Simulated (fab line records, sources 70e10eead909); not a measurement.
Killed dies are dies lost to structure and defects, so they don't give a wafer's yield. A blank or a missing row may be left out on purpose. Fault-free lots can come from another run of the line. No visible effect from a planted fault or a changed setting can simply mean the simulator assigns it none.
Which tool was responsible?	flow nandHarc	11 lots with 33 wafers sampled at 7 steps, on a route of 1159 steps

== WHAT THE GAUGES READ, wafer by wafer ==
NHARC_A_M0_INSPECT_27.
lot	measured	on	rawDefectCount
L890	day 17 22:53	defectInspect-02	478 300 419
L888	day 18 00:37	defectInspect-02	764 270 468
L889	day 18 07:26	defectInspect-02	292 615 390
L894	day 20 03:53	defectInspect-02	380 607 472
L902	day 20 16:44	defectInspect-01	413 446 290
L898	day 20 22:19	defectInspect-02	454 643 661
L901	day 21 13:53	defectInspect-01	484 333 242
L903	day 21 15:21	defectInspect-01	398 469 279
L904	day 21 23:07	defectInspect-02	354 455 366
L909	day 23 11:15	defectInspect-02	733 560 539
L910	day 24 03:55	defectInspect-02	290 398 402

NHARC_A_M1_THK_MEAS_24: measures by xrf.
lot	measured	on	thkNm (nm)
L890	day 18 02:55	filmMetro-02	156.2 156.1 153.7
L888	day 18 04:50	filmMetro-01	154.9 153.2 152.2
L889	day 18 11:29	filmMetro-01	154.2 153.1 152.3
L894	day 20 08:04	filmMetro-02	155.4 155.4 155.0
L902	day 20 21:26	filmMetro-01	156.7 155.1 154.7
L898	day 21 04:58	filmMetro-02	29.5 31.6 28.3
L901	day 21 17:56	filmMetro-02	30.1 28.4 29.6
L903	day 21 19:49	filmMetro-01	30.6 31.0 30.4
L904	day 22 03:20	filmMetro-01	155.2 153.3 153.3
L909	day 23 15:40	filmMetro-02	154.5 154.0 155.8
L910	day 24 08:26	filmMetro-01	155.7 156.0 155.6

NHARC_END_SORT_01.
lot	measured	on	defectLimitedYield (%)	killedAtArray	killedAtOther	killedAtPeriphery	killedDies	killedOpen	killedShort	sort_bin_2_pct (%)	sort_bin_3_pct (%)	sort_bin_4_pct (%)	sortNPass	sortRimYieldPct (%)	sortYieldPct (%)
L898	day 22 13:23	prober-02	0 0 0	676 675 677	0 0 0	1 2 0	677 677 677	0 3 3	6 1 1	95.7 97.2 96.2	0.59 0.15 1.03	3.7 2.7 2.8	0 0 0	0 0 0	0 0 0
L901	day 23 03:23	prober-01	0 0 0	673 673 673	2 0 1	2 4 3	677 677 677	3 5 3	1 1 1	96.3 97.2 97.6	0.30 0 0	3.4 2.8 2.4	0 0 0	0 0 0	0 0 0
L903	day 23 03:20	prober-02	0 0 0	676 676 676	0 0 1	1 1 0	677 677 677	5 2 4	3 5 4	98.7 97.8 98.2	0.15 0.74 0.30	1.2 1.5 1.5	0 0 0	0 0 0	0 0 0

== WHICH TOOL RAN EACH LOT (tool, then ch and the chambers of the sampled wafers, then the start) ==
lot	NHARC_A_M1_ECD_22	NHARC_A_M1_ANNEAL_31	NHARC_A_M1_CMP_23	NHARC_A_M1_DEP_33
L890	ecdCu-02 ch 0,1, day 18 01:55	rtpAnneal-02 ch 0, day 18 02:17	cmp-01 ch 0,2,3, day 18 02:35	pecvd-03 ch 1,2, day 18 03:19
L888	ecdCu-01 ch 0,1, day 18 03:56	rtpAnneal-01 ch 0, day 18 04:16	cmp-01 ch 0,2,3, day 18 04:36	pecvd-01 ch 0,1, day 18 05:10
L889	ecdCu-01 ch 0,1, day 18 10:26	rtpAnneal-02 ch 0, day 18 10:49	cmp-04 ch 0,2,3, day 18 11:13	pecvd-02 ch 0,1,2, day 18 11:48
L894	ecdCu-02 ch 0,1, day 20 07:02	rtpAnneal-02 ch 0, day 20 07:25	cmp-01 ch 1,2, day 20 07:46	pecvd-02 ch 1,2, day 20 08:23
L902	ecdCu-01 ch 0,1, day 20 20:24	rtpAnneal-01 ch 0, day 20 20:50	cmp-04 ch 1,3, day 20 21:07	pecvd-01 ch 0,2, day 20 21:50
L898	ecdCu-01 ch 0,1, day 21 03:56	rtpAnneal-01 ch 0, day 21 04:18	cmp-01 ch 1,2,3, day 21 04:39	pecvd-02 ch 1,2, day 21 05:17
L901	ecdCu-01 ch 0,1, day 21 16:52	rtpAnneal-01 ch 0, day 21 17:16	cmp-02 ch 0,1, day 21 17:38	pecvd-02 ch 1,2, day 21 18:16
L903	ecdCu-02 ch 0,1, day 21 18:37	rtpAnneal-02 ch 0, day 21 19:00	cmp-02 ch 0,1, day 21 19:29	pecvd-03 ch 1,2, day 21 20:07
L904	ecdCu-02 ch 0,1, day 22 02:20	rtpAnneal-01 ch 0, day 22 02:43	cmp-02 ch 0,2,3, day 22 03:01	pecvd-02 ch 0,1, day 22 03:38
L909	ecdCu-02 ch 0,1, day 23 14:22	rtpAnneal-01 ch 0, day 23 14:49	cmp-02 ch 0,1,3, day 23 15:23	pecvd-03 ch 0,1,2, day 23 16:01
L910	ecdCu-02 ch 1, day 24 07:05	rtpAnneal-01 ch 0, day 24 07:33	cmp-04 ch 0,1, day 24 08:09	pecvd-03 ch 1,2, day 24 08:47
- NHARC_A_M1_ECD_22: material Cu, target thk 400 nm.
- NHARC_A_M1_ANNEAL_31: time 90 s.
- NHARC_A_M1_CMP_23: polishes, t overpolish 20 s, target thk 154.34 nm.
- NHARC_A_M1_DEP_33: deposits SiCN, target thk 30 nm.

== WHAT THE TOOLS THEMSELVES READ (means of the sampled wafers that have a number; where no wafer has one, the mark that the record gives instead) ==
NHARC_A_M1_ECD_22.
lot	tool	bathHeatDutyPct (%)	bathTempC (C)
L890	ecdCu-02	5.9	25.03
L888	ecdCu-01	6.8	25.03
L889	ecdCu-01	6.5	25.13
L894	ecdCu-02	5.9	24.93
L902	ecdCu-01	6.2	25.05
L898	ecdCu-01	-	-
L901	ecdCu-01	-	-
L903	ecdCu-02	-	-
L904	ecdCu-02	6.1	25.01
L909	ecdCu-02	6.3	25.09
L910	ecdCu-02	5.9	24.82

NHARC_A_M1_ANNEAL_31.
lot	tool	wafer_temp_C_max
L890	rtpAnneal-02	226.0
L888	rtpAnneal-01	226.4
L889	rtpAnneal-02	225.8
L894	rtpAnneal-02	225.8
L902	rtpAnneal-01	225.9
L898	rtpAnneal-01	226.4
L901	rtpAnneal-01	226.5
L903	rtpAnneal-02	225.8
L904	rtpAnneal-01	226.0
L909	rtpAnneal-01	226.1
L910	rtpAnneal-01	226.4

NHARC_A_M1_CMP_23.
lot	tool	motorCurrentA (A)	padLifeWafers	timeToEndpointS (s)
L890	cmp-01	12.2	181	28
L888	cmp-01	12.0	201	30
L889	cmp-04	11.5	122	28
L894	cmp-01	11.3	522	32
L902	cmp-04	13.3	583	33
L898	cmp-01	12.2	85	4
L901	cmp-02	11.7	440	5
L903	cmp-02	12.4	464	5
L904	cmp-02	11.4	499	24
L909	cmp-02	11.4	128	30
L910	cmp-04	12.7	338	33

NHARC_A_M1_DEP_33.
lot	tool	chamberPressureTorr (Torr)	heaterPowerW (W)	showerheadVppV (V)
L890	pecvd-03	3.004	552	1291
L888	pecvd-01	2.996	514	1275
L889	pecvd-02	3.000	562	1310
L894	pecvd-02	3.001	577	1347
L902	pecvd-01	3.004	656	1282
L898	pecvd-02	3.002	505	1338
L901	pecvd-02	2.999	599	1298
L903	pecvd-03	2.999	607	1244
L904	pecvd-02	3.003	555	1363
L909	pecvd-03	2.996	593	1280
L910	pecvd-03	3.008	557	1294

== THE ANSWER, worked out from the rows above alone ==
Rule: what is usual is taken from the lots themselves. The widest of any qualifying gaps counts: lots, ordered by their means at a reading, are off when they make up no more than a third of the lots, leave a main group of 4 or more, and stand apart from it by 3 or more times the standard deviation of that group's means. Not used: any main group whose means are identical at the precision the tables above print for the reading. A lot without any number at a reading at which 4 lots or more have one is off too. Where the step has rows for the other lots, those lots are counted as sound. Order of review: gauges by route order, followed by the tools' own readings, for which a lot's mean as printed above is used. The first step at which some lot is off is used, and at that step the reading that is off furthest; a lot without a number counts as furthest.
Off at NHARC_A_M1_THK_MEAS_24 (thkNm): L898, L901, L903. The main group has a mean of 154.7 nm with a standard deviation of 0.93.
A tool fits if, at a process step before that reading, it ran every lot that is off, and no sound lot after the first of them. Not tried: the gauges at NHARC_A_M1_THK_MEAS_24; whatever is off there is also off at NHARC_A_M1_ECD_22, on other tools, and gauge error can't account for it. None of those tried fits.

== WHAT WAS PUT IN BY THE SIMULATOR ==
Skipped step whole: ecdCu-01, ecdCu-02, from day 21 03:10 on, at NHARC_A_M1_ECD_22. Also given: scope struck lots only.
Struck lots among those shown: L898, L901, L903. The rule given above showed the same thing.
